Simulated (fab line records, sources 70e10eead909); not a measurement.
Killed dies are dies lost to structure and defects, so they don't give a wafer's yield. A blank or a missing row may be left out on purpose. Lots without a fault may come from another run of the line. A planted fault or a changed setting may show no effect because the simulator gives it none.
fab line records | flow nand_harc
record lots=24 wafers=72 last_day=24
route steps=1159 shown P_ZERO_WELL@16 P_GATE@141 P_CONTACT@240
lots that met no fault: from a run of the same line without faults
start_h: hours from the record's first day to the start of the lot's first wafer shown | wait_h: hours since the lot's step before | " the same as in the row above | L1.1+2: a row that stands for several wafers | - no value, or no start given | * or withheld: withheld | < > ~ a bound
route shown NAME@n: a module of which the file shows steps, and the number in the route of the first | usual: mean/standard deviation of fault-free wafers | same: alike in all rows | chamber/n: place in a boat | sites: the reading at each site | _std_site: their standard deviation | _edge_site: outer sites' mean less inner sites' | radius_mm: how far each site lies from the wafer's centre | mask NAME#n: copy n | behind: the tool/chamber that last shaped the wafer | hold: why the lot was held/for how many hours/how that ended | device: the transistor (n, p or np) that didn't switch | end of line: the same wafers' tests at the end of the route | a step without rows: its recipe alone | killed: dies lost to structure and defects at the first sort, not the wafer's yield | map: a wafer's dies, x killed, . not, _ none there
set.NAME: the setting as run; set.NAME@STEP: as run at that earlier step | model.NAME: the simulator's own value behind a step, which no gauge read
steps of the route over a sample of lots; a table a step, a row a wafer
services: from which hour (start_h, from the record's first day; less than 0 if before it) a tool's chamber was out of use, for how many hours, and why
## steps
# step NHARC_P_ZERO_WELL_DESCUM_13
# recipe time_s=3 o2_flow_sccm=200 ar_flow_sccm=0 bias_power_w=0 chemistry=O2
# usual drypump_motor_current_A=5.6/0.44 oes_product_au=0.998/0.0089 rf_vpp_V=57.8/0.91 showerhead_plenum_p_Torr=1.91/0.076 throttle_valve_pct=11.311/0.0086
# same time_s=3
# columns lot.wafer tool chamber start_h wait_h drypump_motor_current_A oes_product_au rf_hours_counter_h rf_vpp_V showerhead_plenum_p_Torr throttle_valve_pct
L074.2 rie_diel-04 0 13.41 - 5.4 0.990 3 59.3 2.05 11.324
L074.6 " 3 " " 5.2 1.013 - 56.9 1.93 11.301
L074.5 " 0 " " 5.4 1.004 - 58.7 2.05 11.321
L075.1 rie_diel-06 1 19.29 - 5.2 1.004 8 57.3 1.79 11.315
L075.5 " 3 " " 5.9 0.997 - 57.9 1.99 11.298
L075.6 " 0 " " 4.9 0.991 - 59.6 1.86 11.309
L076.4 rie_diel-07 3 25.41 - 5.6 1.001 8 57.2 1.92 11.306
L076.2 " 1 " " 5.3 0.984 10 57.3 1.94 11.311
L076.6 " 2 " " 5.3 1.013 - 57.8 1.88 11.319
L077.2 rie_diel-06 3 31.41 - 5.9 1.003 8 56.8 1.99 11.297
L077.3 " 1 " " 5.2 0.997 10 55.5 1.78 11.309
L077.5 " 3 " " 5.9 1.001 - 58.9 1.99 11.315
L078.1 rie_diel-06 0 37.67 - 5.0 0.986 10 56.8 1.86 11.309
L078.5 " 1 " " 5.2 0.995 - 56.2 1.78 11.303
L078.6 " 2 " " 5.8 1.006 - 56.6 1.86 11.312
L079.2 rie_diel-04 1 43.40 - 5.2 1.007 5 57.9 1.89 11.312
L079.1 " 2 " " 6.5 1.006 6 58.7 2.00 11.310
L079.4 " 0 " " 5.4 0.993 6 57.7 2.05 11.320
L080.2 rie_diel-06 1 49.41 - 5.2 0.996 11 58.2 1.78 11.304
L080.1 " 3 " " 5.9 0.993 9 59.4 1.99 11.311
L080.5 " 1 " " 5.2 0.994 - 56.9 1.78 11.322
L081.1 rie_diel-04 3 55.40 - 5.2 1.018 7 57.9 1.93 11.307
L081.4 " 0 " " 5.3 0.998 6 58.7 2.05 11.301
L081.6 " 2 " " 6.5 1.018 - 58.3 2.00 11.306
L082.1 rie_diel-04 0 61.31 - 5.4 0.989 7 56.3 2.05 11.318
L082.4 " 1 " " 5.3 0.994 6 57.2 1.89 11.311
L082.6 " 3 " " 5.2 1.003 - 57.0 1.93 11.290
L083.2 rie_diel-07 0 67.39 - 6.1 0.987 1 58.0 1.80 11.304
L083.1 " 3 " " 5.6 0.984 1 57.5 1.92 11.314
L083.5 " 1 " " 5.3 1.000 - 57.1 1.93 11.312
L084.3 rie_diel-04 1 73.41 - 5.2 0.998 7 55.6 1.89 11.338
L084.2 " 2 " " 6.5 1.008 7 58.8 2.00 11.310
L084.5 " 2 " " 6.5 0.992 - 58.5 2.00 11.302
L085.1 rie_diel-07 1 79.44 - 5.3 1.012 2 58.4 1.93 11.323
L085.6 " 3 " " 5.6 0.983 - 59.1 1.92 11.306
L085.5 " 0 " " 6.1 0.996 - 58.0 1.80 11.318
L086.3 rie_diel-07 2 85.29 - 5.3 1.008 2 56.5 1.88 11.287
L086.1 " 3 " " 5.6 0.978 2 59.2 1.92 11.309
L086.6 " 0 " " 6.1 0.998 - 58.5 1.80 11.321
L087.3 rie_diel-07 1 91.41 - 5.3 1.008 3 57.2 1.93 11.309
L087.5 " 3 " " 5.6 0.979 - 57.1 1.92 11.302
L087.6 " 0 " " 6.1 0.991 - 57.6 1.80 11.311
L088.1 rie_diel-06 3 97.28 - 5.9 0.991 2 57.4 1.99 11.316
L088.4 " 0 " " 5.0 0.989 2 57.7 1.86 11.329
L088.2 " 1 " " 5.2 1.003 2 57.1 1.78 11.314
L089.2 rie_diel-04 0 103.28 - 5.4 0.995 9 58.7 2.05 11.318
L089.1 " 1 " " 5.3 1.000 8 57.9 1.89 11.316
L089.5 " 3 " " 5.2 1.004 - 57.6 1.93 11.311
L090.3 rie_diel-06 1 109.30 - 5.2 0.999 3 57.3 1.78 11.306
L090.1 " 0 " " 5.0 0.991 3 57.6 1.86 11.319
L090.6 " 2 " " 5.8 0.987 - 57.1 1.86 11.298
L091.1 rie_diel-07 3 115.41 - 5.6 0.986 4 56.6 1.92 11.326
L091.5 " 1 " " 5.3 0.996 - 57.3 1.93 11.309
L091.6 " 2 " " 5.3 0.995 - 56.2 1.88 11.310
L092.1 rie_diel-04 3 121.40 - 5.2 0.993 0 57.9 1.93 11.307
L092.2 " 1 " " 5.3 0.998 0 58.0 1.89 11.302
L092.4 " 2 " " 6.5 0.996 0 58.6 2.00 11.320
L093.1 rie_diel-06 2 127.27 - 5.8 0.982 5 55.8 1.86 11.311
L093.3 " 3 " " 5.9 0.993 4 58.9 1.99 11.315
L093.4 " 0 " " 5.0 0.992 4 57.2 1.86 11.293
L094.3 rie_diel-04 0 133.46 - 5.4 1.004 0 58.1 2.05 11.309
L094.4 " 2 " " 6.5 1.007 0 58.8 2.00 11.309
L094.1 " 3 " " 5.2 0.996 0 58.2 1.93 11.302
L095.2 rie_diel-07 2 139.40 - 5.3 0.990 6 57.6 1.87 11.308
L095.1 " 3 " " 5.6 0.988 6 57.0 1.92 11.308
L095.3 " 0 " " 6.1 1.001 6 57.5 1.80 11.310
L096.4 rie_diel-06 0 145.43 - 5.0 0.991 6 58.2 1.85 11.314
L096.2 " 2 " " 5.8 0.997 7 57.0 1.86 11.311
L096.6 " 1 " " 5.2 0.991 - 57.0 1.78 11.320
L097.3 rie_diel-04 3 151.49 - 5.2 0.998 1 57.1 1.93 11.304
L097.1 " 1 " " 5.2 1.006 1 58.2 1.89 11.312
L097.5 " 2 " " 6.5 1.012 - 56.3 2.00 11.305
# step NHARC_P_ZERO_WELL_ETCH_65
# recipe target_depth_a=800 overetch_a=240 time_s=87.88 ion_energy_ev=200 n2_flow_sccm=150 h2_flow_sccm=150 ar_flow_sccm=0 rf_w=400 bias_w=150 chemistry=N2/H2
# usual drypump_motor_current_A=5.5/0.42 oes_product_au=0.997/0.009 rf_vpp_V=430.4/2.4 showerhead_plenum_p_Torr=2.04/0.085 throttle_valve_pct=14.171/0.0098
# same time_s=87.88
# columns lot.wafer tool chamber start_h wait_h drypump_motor_current_A oes_product_au rf_hours_counter_h rf_vpp_V showerhead_plenum_p_Torr throttle_valve_pct
L074.2 rie_diel-04 0 13.50 0.1 5.3 0.998 3 435.5 2.19 14.164
L074.5 " 2 " " 6.5 0.998 - 432.3 2.13 14.171
L074.6 " 3 " " 5.2 1.009 - 429.8 2.06 14.164
L075.1 rie_diel-06 0 19.37 0.1 5.0 0.990 8 429.7 1.98 14.172
L075.6 " 2 " " 5.8 1.008 - 429.6 1.98 14.189
L075.5 " 3 " " 5.9 1.000 - 432.8 2.13 14.172
L076.2 rie_diel-07 1 25.51 0.1 5.3 0.990 10 431.0 2.06 14.176
L076.4 " 2 " " 5.3 1.005 10 429.5 2.00 14.181
L076.6 " 3 " " 5.6 0.995 - 430.0 2.05 14.169
L077.2 rie_diel-06 3 31.50 0.1 5.9 0.995 8 433.3 2.13 14.154
L077.3 " 0 " " 4.9 0.989 9 429.6 1.98 14.161
L077.5 " 2 " " 5.8 1.006 - 429.4 1.98 14.178
L078.1 rie_diel-06 1 37.75 0.1 5.2 1.012 10 426.1 1.90 14.175
L078.5 " 3 " " 5.9 0.998 - 431.9 2.12 14.175
L078.6 " 0 " " 4.9 0.997 - 429.9 1.98 14.176
L079.4 rie_diel-04 1 43.49 0.1 5.2 1.001 5 428.7 2.02 14.173
L079.1 " 2 " " 6.5 1.007 6 433.6 2.13 14.161
L079.2 " 3 " " 5.2 1.006 7 430.5 2.06 14.179
L080.2 rie_diel-06 1 49.49 0.1 5.2 0.996 11 425.5 1.90 14.184
L080.1 " 2 " " 5.8 1.004 12 429.8 1.98 14.189
L080.5 " 2 " " 5.8 1.004 - 428.3 1.98 14.175
L081.4 rie_diel-04 1 55.48 0.1 5.3 0.990 6 429.3 2.02 14.157
L081.1 " 2 " " 6.4 1.019 6 432.1 2.13 14.177
L081.6 " 0 " " 5.4 0.990 - 434.2 2.19 14.161
L082.4 rie_diel-04 0 61.37 0.1 5.4 1.000 7 434.1 2.19 14.163
L082.1 " 3 " " 5.2 1.012 7 430.4 2.06 14.172
L082.6 " 0 " " 5.4 0.999 - 435.1 2.19 14.182
L083.2 rie_diel-07 0 67.49 0.1 6.1 0.984 1 425.7 1.92 14.179
L083.1 " 1 " " 5.3 0.994 0 432.2 2.06 14.180
L083.5 " 2 " " 5.3 0.986 - 428.5 2.00 14.164
L084.3 rie_diel-04 3 73.49 0.1 5.2 1.003 8 429.6 2.06 14.179
L084.2 " 1 " " 5.3 0.986 7 430.9 2.02 14.182
L084.5 " 3 " " 5.2 1.004 - 431.6 2.06 14.165
L085.1 rie_diel-07 2 79.53 0.1 5.3 0.983 2 430.0 2.00 14.174
L085.5 " 3 " " 5.6 0.976 - 429.9 2.04 14.176
L085.6 " 0 " " 6.1 0.988 - 427.7 1.92 14.164
L086.1 rie_diel-07 3 85.36 0.1 5.6 0.986 2 429.8 2.04 14.159
L086.3 " 0 " " 6.1 0.995 2 427.2 1.92 14.171
L086.6 " 2 " " 5.3 0.991 - 429.9 2.00 14.191
L087.3 rie_diel-07 0 91.49 0.1 6.1 1.004 3 428.4 1.92 14.160
L087.5 " 2 " " 5.3 1.003 - 428.6 2.00 14.162
L087.6 " 3 " " 5.6 0.994 - 431.8 2.04 14.164
L088.2 rie_diel-06 1 97.37 0.1 5.2 0.995 2 428.6 1.90 14.167
L088.1 " 2 " " 5.8 1.005 1 428.8 1.98 14.185
L088.4 " 3 " " 5.9 0.998 2 432.1 2.12 14.193
L089.2 rie_diel-04 0 103.36 0.1 5.4 0.990 9 434.1 2.19 14.167
L089.1 " 1 " " 5.2 0.999 8 429.5 2.02 14.160
L089.5 " 1 " " 5.2 1.002 - 430.4 2.02 14.170
L090.1 rie_diel-06 3 109.39 0.1 5.9 0.993 3 432.1 2.12 14.172
L090.3 " 0 " " 4.9 0.992 3 428.8 1.98 14.177
L090.6 " 3 " " 5.9 0.991 - 432.8 2.12 14.169
L091.1 rie_diel-07 1 115.48 0.1 5.4 1.013 5 430.7 2.06 14.187
L091.6 " 1 " " 5.3 0.993 - 431.0 2.06 14.165
L091.5 " 2 " " 5.3 0.997 - 431.3 2.00 14.176
L092.2 rie_diel-04 0 121.49 0.1 5.4 1.013 0 433.8 2.19 14.169
L092.4 " 1 " " 5.2 1.012 0 430.4 2.02 14.177
L092.1 " 2 " " 6.5 1.004 0 432.0 2.13 14.181
L093.3 rie_diel-06 1 127.36 0.1 5.2 1.007 5 426.7 1.90 14.169
L093.1 " 2 " " 5.8 0.994 5 428.5 1.98 14.155
L093.4 " 3 " " 6.0 0.995 4 431.8 2.12 14.173
L094.3 rie_diel-04 0 133.57 0.1 5.4 1.005 0 434.6 2.19 14.165
L094.4 " 1 " " 5.2 1.001 0 428.9 2.02 14.171
L094.1 " 2 " " 6.4 1.010 0 432.7 2.13 14.188
L095.2 rie_diel-07 0 139.48 0.1 6.1 0.999 6 426.6 1.92 14.166
L095.1 " 1 " " 5.3 0.994 7 431.4 2.06 14.156
L095.3 " 3 " " 5.6 0.972 6 430.6 2.04 14.164
L096.2 rie_diel-06 0 145.51 0.1 5.0 0.995 6 428.5 1.98 14.185
L096.4 " 2 " " 5.8 0.988 7 429.0 1.98 14.190
L096.6 " 0 " " 5.0 0.984 - 430.4 1.98 14.169
L097.3 rie_diel-04 3 151.58 0.1 5.2 0.991 1 431.0 2.06 14.178
L097.1 " 0 " " 5.4 0.991 1 434.8 2.18 14.163
L097.5 " 2 " " 6.5 1.003 - 431.9 2.13 14.180
# step NHARC_P_GATE_CD_MEAS_26
# recipe target_cd_nm=120 landing_energy_ev=500
# usual cd_nm=120.2/0.65
# columns lot.wafer tool chamber start_h wait_h cd_nm
L074.2 cd_sem-01 0 89.16 - 120.3
L074.5 " 0 " " 118.9
L074.6 " 0 " " 119.7
L075.1 cd_sem-03 0 95.17 - 120.7
L075.5 " 0 " " 119.6
L075.6 " 0 " " 120.0
L077.2 cd_sem-02 0 107.78 - 120.6
L077.3 " 0 " " 120.0
L077.5 " 0 " " 120.5
L078.1 cd_sem-01 0 108.42 - 121.0
L078.5 " 0 " " 120.8
L078.6 " 0 " " 120.6
L076.2 cd_sem-01 0 109.10 - 121.2
L076.4 " 0 " " 120.7
L076.6 " 0 " " 120.9
L079.1 cd_sem-03 0 126.75 - 120.3
L079.2 " 0 " " 119.7
L079.4 " 0 " " 120.7
L080.1 cd_sem-03 0 126.91 - 120.9
L080.2 " 0 " " 120.4
L080.5 " 0 " " 120.9
L082.1 cd_sem-02 0 133.79 - 118.9
L082.4 " 0 " " 120.0
L082.6 " 0 " " 120.0
L081.1 cd_sem-03 0 133.94 - 120.9
L081.4 " 0 " " 120.2
L081.6 " 0 " " 120.5
L083.1 cd_sem-01 0 141.11 - 121.2
L083.2 " 0 " " 121.0
L083.5 " 0 " " 119.5
L084.2 cd_sem-01 0 150.22 - 120.2
L084.3 " 0 " " 120.7
L084.5 " 0 " " 119.7
L085.1 cd_sem-02 0 167.99 - 119.4
L085.5 " 0 " " 120.4
L085.6 " 0 " " 119.5
L087.3 cd_sem-03 0 168.15 - 118.9
L087.5 " 0 " " 119.8
L087.6 " 0 " " 119.8
L086.1 cd_sem-02 0 168.63 - 119.6
L086.3 " 0 " " 119.7
L086.6 " 0 " " 120.6
L088.1 cd_sem-01 0 177.47 - 121.5
L088.2 " 0 " " 121.1
L088.4 " 0 " " 121.4
L089.1 cd_sem-03 0 178.11 - 120.3
L089.2 " 0 " " 120.6
L089.5 " 0 " " 119.8
L090.1 cd_sem-01 0 186.33 - 119.9
L090.3 " 0 " " 120.2
L090.6 " 0 " " 120.5
L091.1 cd_sem-03 0 193.50 - 120.8
L091.5 " 0 " " 119.9
L091.6 " 0 " " 120.5
L092.1 cd_sem-01 0 195.79 - 120.3
L092.2 " 0 " " 120.6
L092.4 " 0 " " 119.4
L093.1 cd_sem-03 0 203.26 - 120.8
L093.3 " 0 " " 120.0
L093.4 " 0 " " 119.6
L094.1 cd_sem-03 0 203.57 - 121.0
L094.3 " 0 " " 121.5
L094.4 " 0 " " 121.3
L095.1 cd_sem-01 0 214.40 - 119.9
L095.2 " 0 " " 119.2
L095.3 " 0 " " 119.1
L096.2 cd_sem-01 0 214.75 - 119.6
L096.4 " 0 " " 119.2
L096.6 " 0 " " 120.5
L097.1 cd_sem-03 0 229.03 - 120.3
L097.3 " 0 " " 119.6
L097.5 " 0 " " 120.6
# step NHARC_P_GATE_ALD_36
# recipe target_thk_a=200 pulse_time_s=60 ald_cycles=223 temp_c=400 material=SiNx
# usual heater_power_w=812/65 precursor_pulse_height_rel=1.002/0.022
# same pulse_time_s=60
# columns lot.wafer tool chamber start_h wait_h heater_power_w precursor_pulse_height_rel
L074.2 ald_sin-02 2 90.64 - 753 0.970
L074.6 " 2 94.86 - 765 1.033
L074.5 " 3 95.91 - 801 1.014
L075.1 ald_sin-03 3 99.80 - 851 0.978
L075.5 " 0 100.86 - 889 0.987
L075.6 " 1 101.92 - 766 0.973
L077.3 ald_sin-01 1 109.36 - 941 1.001
L077.2 " 0 112.54 - 912 0.998
L077.5 " 1 113.60 - 906 0.986
L076.4 ald_sin-03 3 112.61 - 844 1.004
L076.2 " 0 113.64 - 862 1.031
L076.6 " 2 115.69 - 790 0.965
L078.1 ald_sin-02 1 113.09 - 786 1.037
L078.6 " 2 114.14 - 770 1.006
L078.5 " 3 115.18 - 817 1.011
L079.2 ald_sin-01 3 128.19 - 755 1.043
L079.4 " 0 129.23 - 900 0.968
L079.1 " 2 131.31 - 732 0.990
L080.1 ald_sin-02 3 130.63 - 810 1.001
L080.2 " 0 131.69 - 856 0.969
L080.5 " 1 132.74 - 763 0.959
L081.4 ald_sin-01 2 135.53 - 777 0.980
L081.1 " 0 137.68 - 905 1.006
L081.6 " 3 140.91 - 747 0.992
L082.4 ald_sin-03 0 137.42 - 861 1.018
L082.1 " 1 138.48 - 730 1.009
L082.6 " 3 140.58 - 867 0.994
L083.2 ald_sin-02 2 143.61 - 741 0.995
L083.1 " 3 144.66 - 817 0.988
L083.5 " 2 147.81 - 757 1.001
L084.2 ald_sin-03 2 153.96 - 826 0.974
L084.3 " 3 155.00 - 874 1.032
L084.5 " 1 157.10 - 724 1.015
L085.1 ald_sin-01 2 169.45 - 789 0.992
L085.6 " 2 173.66 - 783 1.013
L085.5 " 3 174.71 - 716 1.010
L086.1 ald_sin-03 2 171.20 - 828 1.043
L086.3 " 0 173.33 - 833 0.986
L086.6 " 1 174.40 - 749 0.975
L087.3 ald_sin-02 1 172.88 - 773 1.008
L087.5 " 2 173.94 - 778 0.976
L087.6 " 3 175.00 - 829 1.022
L088.1 ald_sin-01 1 179.17 - 965 0.984
L088.2 " 2 180.21 - 751 1.005
L088.4 " 3 181.26 - 707 0.991
L089.1 ald_sin-02 2 179.73 - 770 0.969
L089.2 " 0 181.81 - 863 1.054
L089.5 " 3 184.94 - 814 0.995
L090.3 ald_sin-03 3 187.80 - 899 0.994
L090.1 " 0 188.86 - 849 1.020
L090.6 " 3 192.05 - 886 1.046
L091.1 ald_sin-01 3 196.43 - 723 1.001
L091.5 " 2 199.59 - 757 1.008
L091.6 " 3 200.64 - 743 0.965
L092.2 ald_sin-02 1 197.29 - 784 0.989
L092.1 " 3 200.04 - 824 1.001
L092.4 " 2 202.80 - 781 0.966
L094.3 ald_sin-01 1 205.22 - 985 1.030
L094.1 " 2 206.28 - 741 1.020
L094.4 " 3 207.33 - 732 1.014
L093.1 ald_sin-03 1 205.85 - 740 1.015
L093.3 " 2 206.91 - 852 0.972
L093.4 " 3 207.98 - 883 0.997
L095.3 ald_sin-02 1 215.98 - 747 0.988
L095.2 " 2 217.05 - 786 0.999
L095.1 " 3 218.12 - 814 0.985
L096.2 ald_sin-03 0 216.23 - 864 0.996
L096.4 " 2 218.31 - 816 1.037
L096.6 " 1 221.42 - 717 0.992
L097.3 ald_sin-02 0 230.59 - 849 0.990
L097.1 " 1 231.64 - 801 1.013
L097.5 " 1 235.82 - 768 1.002
# step NHARC_P_CONTACT_ETCH_31
# recipe target_depth_a=300 time_s=85.7 ion_energy_ev=120 over_etch_frac=1 ch3f_flow_sccm=50 o2_flow_sccm=30 ar_flow_sccm=200 rf_w=500 bias_w=100 chemistry=CH3F/O2
# usual drypump_motor_current_A=5.9/0.54 oes_product_au=0.981/0.013 rf_vpp_V=245.1/1.4 showerhead_plenum_p_Torr=2.51/0.084 throttle_valve_pct=20.663/0.0084
# same time_s=85.7
# columns lot.wafer tool chamber start_h wait_h drypump_motor_current_A oes_product_au rf_hours_counter_h rf_vpp_V showerhead_plenum_p_Torr throttle_valve_pct
L074.2 rie_diel-08 1 - - 6.3 0.991 16 245.2 2.54 20.662
L074.6 " 1 " " 6.3 0.991 - 246.3 2.54 20.663
L074.5 " 2 " " 5.3 0.965 - 247.2 2.55 20.677
L075.1 rie_diel-05 1 - - 6.6 0.988 11 246.3 2.62 20.649
L075.5 " 3 " " 5.6 0.999 - 246.1 2.53 20.659
L075.6 " 0 " " 6.2 0.987 - 244.7 2.55 20.662
L077.2 rie_diel-05 2 - - 5.0 0.988 13 245.3 2.48 20.663
L077.3 " 3 " " 5.7 0.993 12 246.2 2.53 20.664
L077.5 " 1 " " 6.6 0.961 - 246.6 2.62 20.671
L078.1 rie_diel-05 3 - - 5.6 0.976 12 245.3 2.53 20.664
L078.6 " 0 " " 6.2 0.973 - 245.6 2.55 20.671
L078.5 " 1 " " 6.6 0.986 - 245.7 2.62 20.653
L076.2 rie_diel-09 2 - - 6.5 0.984 16 242.4 2.35 20.664
L076.6 " 2 " " 6.5 0.994 - 243.0 2.35 20.660
L076.4 " 3 " " 6.6 1.003 - 242.0 2.34 20.678
L079.1 rie_diel-08 2 - - 5.3 0.980 1 244.5 2.55 20.661
L079.4 " 3 " " 6.0 0.977 1 247.2 2.60 20.670
L079.2 " 0 " " 5.3 0.954 1 246.5 2.53 20.675
L080.2 rie_diel-09 0 - - 5.7 0.996 24 246.3 2.50 20.669
L080.1 " 3 " " 6.6 0.989 24 242.4 2.34 20.682
L080.5 " 2 " " 6.5 0.987 - 242.1 2.35 20.663
L082.1 rie_diel-09 2 - - 6.5 0.989 26 243.3 2.35 20.654
L082.4 " 2 " " 6.5 0.995 - 244.4 2.35 20.660
L082.6 " 0 " " 5.7 0.984 - 244.4 2.50 20.656
L081.4 rie_diel-05 2 - - 5.0 1.012 17 245.0 2.48 20.649
L081.1 " 3 " " 5.6 0.992 15 244.7 2.53 20.661
L081.6 " 2 " " 5.0 1.004 - 245.1 2.48 20.673
L083.2 rie_diel-05 0 - - 6.2 0.975 16 244.8 2.55 20.654
L083.1 " 2 " " 5.0 0.992 17 245.2 2.48 20.655
L083.5 " 0 " " 6.2 0.981 - 245.4 2.55 20.653
L084.2 rie_diel-09 2 - - 6.5 0.986 33 243.6 2.35 20.669
L084.3 " 1 " " 6.2 0.981 27 242.0 2.38 20.665
L084.5 " 2 " " 6.5 0.988 - 241.9 2.35 20.664
L085.1 rie_diel-08 2 - - 5.3 0.971 6 244.6 2.54 20.660
L085.5 " 3 " " 6.0 0.971 - 246.2 2.60 20.657
L085.6 " 0 " " 5.3 0.978 - 245.4 2.53 20.648
L087.3 rie_diel-05 3 - - 5.7 0.975 1 245.3 2.53 20.663
L087.5 " 0 " " 6.2 0.979 - 246.6 2.55 20.675
L087.6 " 1 " " 6.6 0.976 - 246.9 2.62 20.657
L086.1 rie_diel-08 3 - - 6.0 0.974 6 245.2 2.60 20.664
L086.3 " 0 " " 5.3 0.943 6 245.0 2.53 20.663
L086.6 " 3 " " 6.0 0.986 - 245.9 2.60 20.645
L088.2 rie_diel-05 1 - - 6.6 0.953 2 246.0 2.62 20.653
L088.1 " 3 " " 5.7 0.975 2 244.2 2.53 20.667
L088.4 " 0 " " 6.2 0.962 2 244.4 2.55 20.668
L089.1 rie_diel-08 3 - - 6.1 1.006 8 247.0 2.60 20.662
L089.2 " 0 " " 5.3 0.987 7 244.1 2.53 20.647
L089.5 " 0 " " 5.3 0.978 - 245.3 2.53 20.651
L090.1 rie_diel-08 2 - - 5.3 0.958 9 246.0 2.54 20.671
L090.3 " 0 " " 5.3 0.951 9 244.3 2.53 20.671
L090.6 " 0 " " 5.3 0.949 - 245.3 2.53 20.654
L091.1 rie_diel-05 0 - - 6.2 0.983 4 246.5 2.55 20.655
L091.5 " 3 " " 5.7 0.975 - 244.1 2.53 20.655
L091.6 " 0 " " 6.2 0.994 - 245.6 2.55 20.678
L092.4 rie_diel-05 0 - - 6.2 0.979 4 246.7 2.55 20.680
L092.2 " 2 " " 5.0 0.996 4 244.2 2.48 20.659
L092.1 " 3 " " 5.7 0.984 4 245.9 2.53 20.668
L093.1 rie_diel-05 3 - - 5.7 0.980 5 245.5 2.53 20.663
L093.3 " 0 " " 6.2 0.980 5 244.4 2.55 20.653
L093.4 " 1 " " 6.6 0.982 5 244.4 2.62 20.660
L094.1 rie_diel-08 0 - - 5.3 0.970 10 245.6 2.52 20.652
L094.4 " 2 " " 5.3 0.970 11 246.0 2.54 20.670
L094.3 " 3 " " 6.0 0.984 11 245.8 2.60 20.674
L095.3 rie_diel-08 3 - - 6.0 0.967 12 247.3 2.60 20.661
L095.1 " 0 " " 5.3 0.967 11 245.9 2.52 20.668
L095.2 " 1 " " 6.3 0.969 8 245.9 2.54 20.660
L096.4 rie_diel-09 2 - - 6.5 0.997 57 242.3 2.34 20.678
L096.2 " 0 " " 5.6 0.992 51 244.8 2.49 20.660
L096.6 " 2 " " 6.5 0.993 - 241.5 2.34 20.661
L097.1 rie_diel-08 0 - - 5.3 0.953 12 244.3 2.52 20.669
L097.3 " 2 " " 5.3 0.967 13 246.3 2.54 20.655
L097.5 " 0 " " 5.3 0.958 - 244.3 2.52 20.662
# step NHARC_P_CONTACT_ALD_22
# recipe target_thk_a=30 pulse_time_s=1 ald_cycles=150 temp_c=450 material=TiN
# usual heater_power_w=1065/79 precursor_pulse_height_rel=1.001/0.019
# same pulse_time_s=1
# columns lot.wafer tool chamber start_h wait_h heater_power_w precursor_pulse_height_rel
L074.2 ald_metal-01 1 113.31 - 1018 1.028
L074.6 " 1 " " 1014 0.996
L074.5 " 2 " " 1030 1.000
L075.1 ald_metal-04 2 118.21 - 1075 1.017
L075.6 " 3 " " 992 1.021
L075.5 " 0 " " 1021 1.000
L077.3 ald_metal-04 2 130.55 - 1114 0.998
L077.2 " 0 " " 1054 1.031
L077.5 " 2 " " 1110 0.976
L078.1 ald_metal-01 1 131.49 - 1012 1.002
L078.6 " 1 " " 999 0.989
L078.5 " 2 " " 1055 0.987
L076.4 ald_metal-02 1 132.04 - 1068 1.023
L076.2 " 2 " " 1011 1.021
L076.6 " 0 " " 946 1.008
L079.1 ald_metal-01 2 149.25 - 1046 0.982
L079.4 " 3 " " 1139 0.988
L079.2 " 0 " " 1100 1.012
L080.2 ald_metal-02 1 151.29 - 1083 0.973
L080.1 " 3 " " 1299 1.002
L080.5 " 2 " " 1030 0.951
L082.4 ald_metal-01 0 156.38 - 1095 0.958
L082.1 " 1 " " 997 1.020
L082.6 " 3 " " 1148 1.018
L081.1 ald_metal-02 0 156.81 - 938 1.007
L081.4 " 3 " " 1289 0.998
L081.6 " 1 " " 1054 1.021
L083.1 ald_metal-04 1 164.15 - 988 1.021
L083.2 " 3 " " 984 1.014
L083.5 " 1 " " 982 1.007
L084.3 ald_metal-02 0 172.85 - 962 0.979
L084.2 " 2 " " 1039 0.965
L084.5 " 0 " " 942 1.006
L085.1 ald_metal-01 3 190.22 - 1130 1.018
L085.5 " 3 " " 1170 1.020
L085.6 " 0 " " 1085 0.982
L087.3 ald_metal-04 2 190.66 - 1138 1.030
L087.5 " 3 " " 1002 1.029
L087.6 " 0 " " 1018 0.999
L086.1 ald_metal-01 2 190.93 - 1050 1.008
L086.3 " 3 " " 1101 1.021
L086.6 " 1 " " 1042 0.979
L088.1 ald_metal-01 1 199.84 - 1011 0.985
L088.2 " 2 " " 1024 0.968
L088.4 " 3 " " 1145 1.010
L089.1 ald_metal-04 1 200.66 - 998 1.031
L089.2 " 2 " " 1109 1.007
L089.5 " 1 " " 990 1.008
L090.1 ald_metal-02 1 208.92 - 1059 1.010
L090.3 " 2 " " 1023 0.991
L090.6 " 0 " " 1004 0.994
L091.1 ald_metal-01 1 216.30 - 1009 0.994
L091.5 " 2 " " 1050 0.994
L091.6 " 3 " " 1137 0.975
L092.4 ald_metal-04 1 220.19 - 996 1.027
L092.1 " 3 " " 998 1.006
L092.2 " 0 " " 1037 0.991
L093.1 ald_metal-04 0 225.87 - 1007 0.993
L093.3 " 1 " " 997 1.030
L093.4 " 2 " " 1123 0.999
L094.1 ald_metal-01 3 226.19 - 1120 0.996
L094.3 " 0 " " 1106 1.012
L094.4 " 1 " " 1009 1.043
L095.3 ald_metal-02 3 236.73 - 1310 1.009
L095.1 " 0 " " 988 1.000
L095.2 " 1 " " 1040 1.014
L096.4 ald_metal-01 2 237.60 - 1066 1.004
L096.2 " 1 " " 1007 0.956
L096.6 " 3 " " 1135 0.970
L097.1 ald_metal-01 3 251.73 - 1106 1.010
L097.3 " 1 " " 1010 1.009
L097.5 " 0 " " 1106 1.005
## services
# columns tool chamber start_h hours kind
rie_diel-04 2 -7.98 4.8 repair
rie_diel-04 1 -6.38 5.8 repair
rie_diel-07 - 11.69 0.2 repair
rie_diel-05 0 18.18 7.9 repair
rie_diel-05 1 20.19 4.9 repair
rie_diel-07 - 51.20 9.0 pm
rie_diel-05 3 63.19 6.5 repair
rie_diel-06 - 63.43 1.2 repair
rie_diel-06 - 64.65 9.0 pm
rie_diel-07 1 81.10 3.2 repair
ald_metal-01 - 102.00 10.0 pm
rie_diel-04 - 112.22 9.0 pm
rie_diel-04 1 124.64 1.5 repair
rie_diel-07 0 131.40 3.7 repair
rie_diel-07 1 145.11 7.5 repair
rie_diel-05 1 157.79 10.4 repair
rie_diel-06 0 174.83 3.5 repair
rie_diel-04 3 175.33 1.6 repair
rie_diel-04 0 187.04 9.1 repair
ald_metal-01 - 203.85 1.2 repair
rie_diel-07 - 210.52 0.6 repair
rie_diel-06 1 213.43 2.9 repair
rie_diel-07 - 228.52 9.0 pm
rie_diel-06 - 241.65 9.0 pm
## key
fault none
